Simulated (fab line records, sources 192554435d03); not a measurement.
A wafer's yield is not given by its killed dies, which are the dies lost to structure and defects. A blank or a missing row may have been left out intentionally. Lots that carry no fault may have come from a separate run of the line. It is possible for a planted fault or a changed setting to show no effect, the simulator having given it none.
Matching of chambers ; flow n5-finfet ; 4 sister chambers for N5_BEOL_M7_ETCH_72 on rie-diel-06
The step etches underlayer in N2/H2, target depth 6.5 nm, time 5.2 s. 4 wafers are shown with their chamber, then 7 later ones without.

## WAFERS PAIRED WITH THEIR CHAMBERS
wafer;chamber;drypump-motor-current-A (A)
L077.1;3;6.0
L084.1;0;5.3
L085.2;1;6.5
L085.3;2;6.1

## WAFERS WITHOUT THEIR CHAMBER
wafer;drypump-motor-current-A (A)
L085.4;6.0
L094.1;6.0
L094.2;6.5
L094.5;5.2
L097.2;6.0
L097.3;5.3
L097.6;6.0

## WHICH CHAMBER EACH WENT THROUGH
wafer;from the rows above;in truth
L085.4;3;3
L094.1;3;3
L094.2;1;1
L094.5;0;0
L097.2;3;3
L097.3;0;0
L097.6;3;3
7 of 7 placed correctly. From these rows, 0 cannot be placed. Placed wrongly: 0.
How it was worked out, from the rows above alone: a wafer's distance from a chamber is the root of the sum, over the readings, of the square of ((its reading less the chamber's mean) divided by the reading's scatter). The wafer belongs to the nearest chamber; if the next one is less than 2 further off, it can't be placed. A chamber's mean is the mean of its shown wafers. The scatter: root of mean squared gap, hidden wafer to nearest shown wafer, with one shown wafer a chamber.
